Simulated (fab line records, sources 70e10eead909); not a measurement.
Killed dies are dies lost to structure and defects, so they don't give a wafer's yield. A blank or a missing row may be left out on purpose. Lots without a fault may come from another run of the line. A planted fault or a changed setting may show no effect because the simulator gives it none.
One fault seen from 3 desks | flow nand_harc | each desk has only its own numbers; what lay behind them comes last

THE TOOL OWNER'S DESK: litho_track-04
The tool's own readings at NHARC_P_GATE_DEVELOP_25 (develop time 35 s): means of the sampled wafers that have a number, for each lot that ran on this tool. A lot is out of limits, marked OUT, if its mean lies more than 4 standard deviations from the usual mean; the brackets give that distance.
Columns: A = developer_temp_C at NHARC_P_GATE_DEVELOP_25, usual 23.00 C; B = resist_line_temp_C at NHARC_P_GATE_DEVELOP_25, usual 22.99 C
lot  | first seen here | A               | B
L569 | day 5 04:00     | 22.91           | 23.00
L571 | day 5 18:00     | 23.06           | 23.11
L573 | day 6 14:00     | 22.99           | 22.93
L575 | day 7 11:00     | 22.96           | 23.10
L581 | day 9 18:00     | 20.66 (-23) OUT | 23.03
L582 | day 11 04:00    | 20.78 (-22) OUT | 22.88
L592 | day 14 09:00    | 23.04           | 22.92
This desk's finding: out of limits on L581, L582; first on L581, day 9 18:00 (developer_temp_C at NHARC_P_GATE_DEVELOP_25). In limits: L569, L571, L573, L575, L592.

THE METROLOGY DESK
What the gauges read, lot by lot, whatever tool the lot ran on: means of the sampled wafers that have a number. A lot is out of limits, marked OUT, if its mean lies more than 4 standard deviations from the usual mean; the brackets give that distance.
Columns: A = trench_depth_nm at NHARC_P_STI_OCD_MEAS_17, usual 300 nm; B = trench_foot_cd_nm at NHARC_P_STI_OCD_MEAS_17, usual 157.4 nm
lot  | first seen here | A   | B
L569 | day 3 01:10     | 297 | 157.5
L571 | day 3 15:53     | 298 | 157.4
L573 | day 4 10:59     | 300 | 159.4
L574 | day 4 22:46     | 297 | 158.2
L575 | day 5 07:53     | 299 | 160.5
L576 | day 5 16:56     | 303 | 158.3
L581 | day 7 16:25     | 307 | 157.2
L582 | day 8 12:59     | 299 | 157.2
L586 | day 9 21:01     | 303 | 155.1
L587 | day 10 07:56    | 305 | 157.0
L589 | day 11 03:53    | 303 | 155.4
L591 | day 12 02:39    | 293 | 158.2
L592 | day 12 10:45    | 299 | 159.0
This desk's finding: nothing out of limits on any of the 13 lots.

THE DEFECT DESK
What the inspections along the route counted, lot by lot: means of the sampled wafers that have a number. A lot is out of limits, marked OUT, if its mean lies more than 4 standard deviations from the usual mean; the brackets give that distance.
Columns: A = raw_defect_count at NHARC_P_CONTACT_INSPECT_14, usual 4.5
lot  | first seen here | A
L569 | day 6 01:00     | 4.7
L571 | day 6 14:46     | 8.7
L573 | day 7 10:24     | 3.7
L574 | day 7 22:57     | 6.7
L575 | day 8 08:16     | 2.3
L576 | day 8 20:26     | 5.3
L581 | day 10 16:52    | 3.0
L582 | day 12 00:38    | 4.3
L586 | day 12 19:05    | 3.0
L587 | day 13 13:13    | 6.0
L589 | day 14 05:13    | 5.7
L591 | day 15 02:22    | 3.7
L592 | day 15 06:02    | 4.7
This desk's finding: nothing out of limits on any of the 13 lots.

PUT TOGETHER
The tool owner's desk could have raised an alarm at day 9 18:00, on L581, L582.
The metrology desk saw nothing out of limits.
The defect desk saw nothing out of limits.
The metrology desk has L581, L582 on record, within its limits.
The defect desk has L581, L582 on record, within its limits.
Of the lots named, all ran NHARC_P_GATE_DEVELOP_25 on litho_track-04.

WHAT THE SIMULATOR HAD PUT IN
Process parameter drift: litho_track-04, from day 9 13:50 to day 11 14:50, at NHARC_P_GATE_DEVELOP_25. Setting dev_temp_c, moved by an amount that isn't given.
Lots struck among those shown: L581, L582.
Hours from the fault's start to each desk's first reading out of limits: the tool owner's desk, 4.
